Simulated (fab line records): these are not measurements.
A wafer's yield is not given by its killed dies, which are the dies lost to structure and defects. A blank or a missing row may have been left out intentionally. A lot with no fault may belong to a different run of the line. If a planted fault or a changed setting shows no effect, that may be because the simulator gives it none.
The tool behind it: which one? || flow nand harc || 6 lots with 18 wafers sampled at 3 steps, on a route of 1302 steps

## WHAT EACH GAUGE READ, for each wafer
NHARC_THIN_TSV_CD_MEAS_12 targets a cd of 1000 nm.
{"lot": "L234", "measured": "day 24 10:11", "on": "cd sem-02", "cd nm (nm)": "997.9 998.6 1000.3"}
{"lot": "L236", "measured": "day 24 17:58", "on": "cd sem-01", "cd nm (nm)": "1000.5 997.5 1000.3"}
{"lot": "L235", "measured": "day 25 04:07", "on": "cd sem-01", "cd nm (nm)": "999.0 999.1 998.1"}
{"lot": "L241", "measured": "day 26 06:15", "on": "cd sem-01", "cd nm (nm)": "1002.6 1001.4 1001.4"}
{"lot": "L249", "measured": "day 30 10:55", "on": "cd sem-03", "cd nm (nm)": "998.0 999.2 998.0"}
{"lot": "L256", "measured": "day 34 08:27", "on": "cd sem-01", "cd nm (nm)": "999.8 1001.0 999.7"}

## WHICH TOOL RAN EACH LOT (tool, then ch and the chambers of the sampled wafers, then the start)
{"lot": "L234", "NHARC_A_CONTACT_ETCH_96": "rie diel-04 ch 0,2,3, day 22 10:35", "NHARC_THIN_TSV_DEP_43": "pecvd-03 ch 0,1, day 24 09:32"}
{"lot": "L236", "NHARC_A_CONTACT_ETCH_96": "rie diel-07 ch 1,3, day 22 15:29", "NHARC_THIN_TSV_DEP_43": "pecvd-02 ch 0,1, day 24 17:13"}
{"lot": "L235", "NHARC_A_CONTACT_ETCH_96": "rie diel-01 ch 0,2,3, day 22 23:07", "NHARC_THIN_TSV_DEP_43": "pecvd-03 ch 1,2, day 25 03:17"}
{"lot": "L241", "NHARC_A_CONTACT_ETCH_96": "rie diel-01 ch 1,2,3, day 24 05:19", "NHARC_THIN_TSV_DEP_43": "pecvd-03 ch 0,2, day 26 05:28"}
{"lot": "L249", "NHARC_A_CONTACT_ETCH_96": "rie diel-01 ch 0,2,3, day 28 11:19", "NHARC_THIN_TSV_DEP_43": "pecvd-03 ch 1,2, day 30 10:08"}
{"lot": "L256", "NHARC_A_CONTACT_ETCH_96": "rie diel-04 ch 0,2,3, day 31 21:11", "NHARC_THIN_TSV_DEP_43": "pecvd-02 ch 1,2, day 34 07:37"}
- NHARC_A_CONTACT_ETCH_96: etches the open film in C4F6/O2, target depth 20 nm, time 10 s.
- NHARC_THIN_TSV_DEP_43: deposits SiO2, target thk 1328.5 nm.

## THE ANSWER, worked out from the rows above alone
Rule: the lots themselves supply what counts as usual. The widest of any qualifying gaps counts: lots, ordered by their means at a reading, are off when they make up no more than a third of the lots, leave a main group of 4 or more, and stand apart from it by 3 or more times the standard deviation of that group's means. A main group whose means are all the same, to the digits that the tables above print for the reading, isn't used. Also off: a lot with no number at a reading for which 4 or more lots have one. All remaining lots with rows at the step are treated as sound.
No lot is off on any of the readings shown, so nothing can be concluded from this.

## WHAT THE SIMULATOR HAD PUT IN
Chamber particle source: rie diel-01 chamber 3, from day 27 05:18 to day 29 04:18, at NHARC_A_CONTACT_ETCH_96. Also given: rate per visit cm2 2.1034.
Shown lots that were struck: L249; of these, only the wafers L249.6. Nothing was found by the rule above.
